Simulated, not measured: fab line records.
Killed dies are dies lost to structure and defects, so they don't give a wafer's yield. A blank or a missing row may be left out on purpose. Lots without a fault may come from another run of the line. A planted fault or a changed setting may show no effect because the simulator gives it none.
fab line records	flow nand-harc
[record] lots = 5	wafers = 15	last-day = 32
route steps=1302 shown A_CHANNEL_FILL_D1@515 A_DECK1_JOINT@518 END@1302
lots untouched by any fault: they come from a run of this same line in which no faults occurred
start-h: hours from the record's first day to the start of the lot's first wafer shown	wait-h: time in hours since the lot's previous step	" same as the row above	L1.1+2: several wafers, shown together as one row	- no value, or no start was given	* or withheld: withheld	< > ~ a bound
route shown NAME@n: names a module that has steps shown in the file, with the first one's number in the route	usual: mean/standard deviation of fault-free wafers	same: alike in all rows	chamber/n: place in a boat	sites: readings site by site	_std_site: standard deviation across them	_edge_site: outer sites' mean less inner sites'	radius-mm: how far each site lies from the wafer's centre	mask NAME#n: copy n	behind: the most recent tool/chamber to have shaped the wafer	hold: why the lot went on hold/how many hours it stayed there/how the hold came to an end	device: the n, p or np transistor that did not switch	end of line: at the end of the route, the tests of the same wafers	a step given without rows: its recipe and nothing more	killed: the dies lost at the first sort to structure and to defects; this is not the yield of the wafer	map: shows each die of a wafer: x if killed, . if not, _ if none is there
set.NAME: setting as actually run; set.NAME@STEP: the setting as run at that earlier step	model.NAME: the simulator's own value behind a step, which no gauge read
lots at selected steps of the route; one table per step, one row per wafer
services: the hour from which a tool's chamber was out of use, counted from the record's first day as start-h (under 0 if before that day), plus the number of hours and why
[[steps]]
[step NHARC_A_CHANNEL_FILL_D1_SRD_12]
[step NHARC_A_CHANNEL_FILL_D1_INSPECT_13]
[usual] raw-defect-count = 273/110
lot.wafer	tool	chamber	start-h	wait-h	raw-defect-count
L585.2	defect-inspect-02	-	252.95	0.0	202
L585.4	"	-	"	"	358
L585.5	"	-	"	"	265
L587.1	defect-inspect-01	-	267.83	0.0	197
L587.3	"	-	"	"	250
L587.5	"	-	"	"	183
L600.4	defect-inspect-02	-	406.68	0.0	268
L600.5	"	-	"	"	207
L600.6	"	-	"	"	230
L602.2	defect-inspect-02	-	422.61	0.0	268
L602.4	"	-	"	"	302
L602.6	"	-	"	"	223
L605.3	defect-inspect-02	-	455.12	0.0	231
L605.5	"	-	"	"	143
L605.6	"	-	"	"	189
[step NHARC_A_DECK1_JOINT_ETCHBACK_07]
[recipe] target-depth-a = 1050	time-s = 26.9	hbr-flow-sccm = 150	rf-w = 350	icp-w = 350	bias-w = 60	chemistry = HBr
[usual] drypump-motor-current-A = 5.8/0.37	oes-product-au = 1.000/0.016	throttle-valve-pct = 23.267/0.0093
lot.wafer	tool	chamber	start-h	wait-h	drypump-motor-current-A	oes-product-au	rf-hours-counter-h	throttle-valve-pct
L585.4	rie-si-02	0	253.04	0.1	6.0	1.017	0.90	23.283
L585.2	"	1	"	"	5.5	1.000	0.82	23.283
L585.5	"	3	"	"	6.2	1.008	-	23.286
L587.1	rie-si-02	3	267.91	0.1	6.1	1.004	1.12	23.268
L587.3	"	1	"	"	5.5	0.990	0.92	23.270
L587.5	"	2	"	"	5.9	1.026	-	23.259
L600.4	rie-si-02	3	406.77	0.1	6.2	0.977	0.84	23.265
L600.6	"	1	"	"	5.5	0.987	-	23.272
L600.5	"	2	"	"	5.9	1.027	-	23.279
L602.2	rie-si-05	2	422.68	0.1	6.5	0.990	0.72	23.269
L602.4	"	3	"	"	6.2	1.027	0.65	23.269
L602.6	"	1	"	"	6.3	0.997	-	23.272
L605.3	rie-si-03	1	455.18	0.1	5.7	1.002	0.32	23.270
L605.5	"	1	"	"	5.6	0.999	-	23.263
L605.6	"	2	"	"	5.2	0.982	-	23.258
[step NHARC_A_DECK1_JOINT_ETCH_25]
[recipe] target-depth-a = 5	chemistry = dHF	material = SiO2
[step NHARC_A_DECK1_JOINT_ETCH_19]
[recipe] temp-c = 25	target-depth-a = 30	chemistry = TMAH	material = poly-Si
[step NHARC_A_DECK1_JOINT_ETCH_18]
[recipe] target-depth-a = 30	chemistry = dHF	material = SiO2
[step NHARC_A_DECK1_JOINT_WET_08]
[recipe] temp-c = 160	time-s = 86	chemistry = H3PO4
[step NHARC_A_DECK1_JOINT_ETCH_09]
[recipe] target-depth-a = 50	chemistry = dHF	material = SiO2
[step NHARC_A_DECK1_JOINT_WET_10]
[recipe] temp-c = 160	time-s = 86	chemistry = H3PO4
[step NHARC_A_DECK1_JOINT_ETCH_11]
[recipe] target-depth-a = 350	chemistry = dHF	material = SiO2
[step NHARC_A_DECK1_JOINT_CVD_12]
[recipe] target-thk-a = 900	temp-c = 620	pressure-mtorr = 200	time-s = 1800	material = poly-Si
[usual] spike-tc-bottom-C = 639.8/2	spike-tc-centre-C = 621.0/1.1	spike-tc-lower-C = 621.7/1.2	spike-tc-top-C = 637.8/2.4	spike-tc-upper-C = 620.1/1.5	tube-center-temp-C = 620/0.059
lot.wafer	tool	chamber	start-h	wait-h	spike-tc-bottom-C	spike-tc-centre-C	spike-tc-lower-C	spike-tc-top-C	spike-tc-upper-C	tube-center-temp-C
L585.2	lpcvd-poly-02	0	260.30	2.5	637.5	621.0	622.5	635.2	624.1	620.07
L585.4	"	0	"	"	639.2	620.5	621.4	635.8	622.1	619.97
L585.5	"	0	"	"	638.2	620.5	622.8	636.3	621.4	620.02
L587.1	lpcvd-poly-04	0	275.35	2.7	658.0	637.9	635.7	655.8	633.4	636.2
L587.3	"	0	"	"	658.0	635.4	637.6	656.4	633.6	636.01
L587.5	"	0	"	"	658.1	636.6	638.5	656.0	634.9	636.02
L600.4	lpcvd-poly-02	0	414.01	2.5	638.3	622.2	621.5	637.7	620.4	620.08
L600.5	"	0	"	"	640.0	620.1	623.2	636.3	619.7	619.95
L600.6	"	0	"	"	639.7	620.9	622.5	637.3	621.9	620
L602.2	lpcvd-poly-01	0	430.09	2.5	638.9	621.4	621.2	638.8	620.0	620.02
L602.4	"	0	"	"	641.3	621.3	620.8	637.2	618.5	620.07
L602.6	"	0	"	"	640.0	619.7	620.4	637.8	620.7	619.91
L605.3	lpcvd-poly-04	0	462.65	2.4	642.6	621.7	620.0	640.0	619.6	620.03
L605.5	"	0	"	"	643.4	621.4	623.6	639.1	619.7	619.97
L605.6	"	0	"	"	642.0	620.5	621.2	639.3	619.3	619.98
[step NHARC_A_DECK1_JOINT_CMP_13]
[recipe] target-thk-nm = 51.023
[usual] motor-current-A = 12.3/1.2	time-to-endpoint-s = 9/3
lot.wafer	tool	chamber	start-h	wait-h	motor-current-A	time-to-endpoint-s
L585.2	cmp-02	2	263.18	0.4	10.7	13
L585.4	"	3	"	"	13.7	12
L585.5	"	1	"	"	13.5	8
L587.1	cmp-04	2	278.23	0.4	12.0	16
L587.3	"	3	"	"	13.4	14
L587.5	"	1	"	"	12.2	12
L600.4	cmp-04	1	416.85	0.4	12.3	8
L600.5	"	1	"	"	12.6	5
L600.6	"	2	"	"	12.2	12
L602.4	cmp-03	2	432.98	0.4	10.5	12
L602.2	"	3	"	"	10.9	6
L602.6	"	1	"	"	13.9	8
L605.3	cmp-04	0	465.50	0.4	13.1	6
L605.6	"	0	"	"	13.2	8
L605.5	"	1	"	"	12.0	6
[step NHARC_END_SORT_01]
[recipe] temp-c = 25
[usual] killed-at-array = 52/19	killed-at-other = 1.0/1.2	killed-at-periphery = 4.1/2.8	killed-dies = 57/19	killed-open = 3.1/1.7	killed-short = 2.5/1.5
[same] gross-dies = 677
lot.wafer	tool	chamber	start-h	wait-h	killed-at-array	killed-at-other	killed-at-periphery	killed-dies	killed-open	killed-short
L587.1	prober-01	0	585.12	2.5	54	0	5	59	3	1
L587.3	prober-01	0	586.69	3.1	39	0	3	42	4	3
L587.5	prober-01	0	588.26	3.7	34	2	4	40	4	0
// killed by level:class
L587.1 A_CHANNEL_HOLE_D2:chamber-film-flake=34 A_CONTACT:chamber-film-flake=7 P_M2:chamber-film-flake=2 A_CHANNEL_HOLE_D1:chamber-film-flake=2 A_STAIRCASE:chamber-film-flake=2 A_SLIT:chamber-film-flake=2 P_M1:geometric-particle:open=1 A_ONON_D2:geometric-particle:open=1
L587.3 A_CHANNEL_HOLE_D2:chamber-film-flake=21 A_CONTACT:chamber-film-flake=3 P_ZERO_WELL:chamber-film-flake=2 A_STAIRCASE:chamber-film-flake=2 A_SLIT:chamber-film-flake=2 A_WL_FILL:chamber-film-flake=2 A_ONON_D1:geometric-particle:short=1 A_CHANNEL_FILL_D1:geometric-particle:short=1
L587.5 A_CHANNEL_HOLE_D2:chamber-film-flake=22 A_CHANNEL_HOLE_D1:chamber-film-flake=4 A_SLIT:chamber-film-flake=3 P_ZERO_WELL:chamber-film-flake=2 THIN_TSV:chamber-film-flake=2 P_CONTACT:geometric-particle:open=1 A_CHANNEL_FILL_D1:geometric-particle:open=1 A_DECK1_JOINT:geometric-particle:open=1
[[services]]
tool	chamber	start-h	hours	kind
cmp-02	-	232.57	4.0	pm
cmp-03	-	245.31	0.5	repair
rie-si-03	3	250.62	2.0	repair
cmp-04	-	252.06	2.0	repair
cmp-03	-	260.10	4.0	pm
rie-si-02	-	277.00	9.0	pm
cmp-03	-	293.72	1.2	repair
rie-si-05	2	295.16	3.1	repair
cmp-02	-	299.25	1.2	repair
cmp-03	-	304.53	1.0	repair
rie-si-05	-	305.00	9.0	pm
cmp-04	-	308.72	4.0	pm
cmp-03	-	311.48	1.1	repair
rie-si-05	0	321.96	10.4	repair
cmp-02	-	330.57	4.0	pm
cmp-04	-	330.74	1.3	repair
rie-si-02	1	357.88	5.1	repair
cmp-03	-	358.13	4.0	pm
cmp-03	-	374.46	12.2	repair
lpcvd-poly-02	-	378.84	7.9	repair
rie-si-03	-	398.00	9.0	pm
cmp-04	-	406.72	4.0	pm
cmp-04	-	444.64	1.2	repair
rie-si-02	-	454.00	9.0	pm
[[key]]
[first-sign] step = NHARC_A_DECK1_JOINT_CVD_12	reading = tube-center-temp-C	direction = up	sigmas = 99+	usual = *	struck = *
[effect] step = NHARC_A_DECK1_JOINT_CVD_12	reading = spike-tc-centre-C	direction = up	sigmas = 15	usual = 621.0	struck = 636.6
met-at NHARC_A_DECK1_JOINT_CVD_12
struck-wafers L587.1,L587.3,L587.5
tester-left-out L587
[fault] kind = process-parameter-drift	tool = lpcvd-poly-04	chamber = -	onset-h = 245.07	steps = NHARC_P_GATE_CVD_17,NHARC_A_SOURCE_PLATE_CVD_03,NHARC_A_CHANNEL_FILL_D1_CVD_18,NHARC_A_CHANNEL_FILL_D1_CVD_05,NHARC_A_CHANNEL_FILL_D1_CVD_09,NHARC_A_DECK1_JOINT_CVD_12,NHARC_A_CHANNEL_FILL_D2_CVD_18,NHARC_A_CHANNEL_FILL_D2_CVD_05,+2	channel = temp-c	offset = *	shape = step	end-h = 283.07
// tester-left-out: of these lots the tester's yield and bins aren't shown, on N5 and GAA mostly nor the transistor test; their killed dies are dies lost to structure and defects alone, not to doping, threshold or leakage, so they don't give the yield
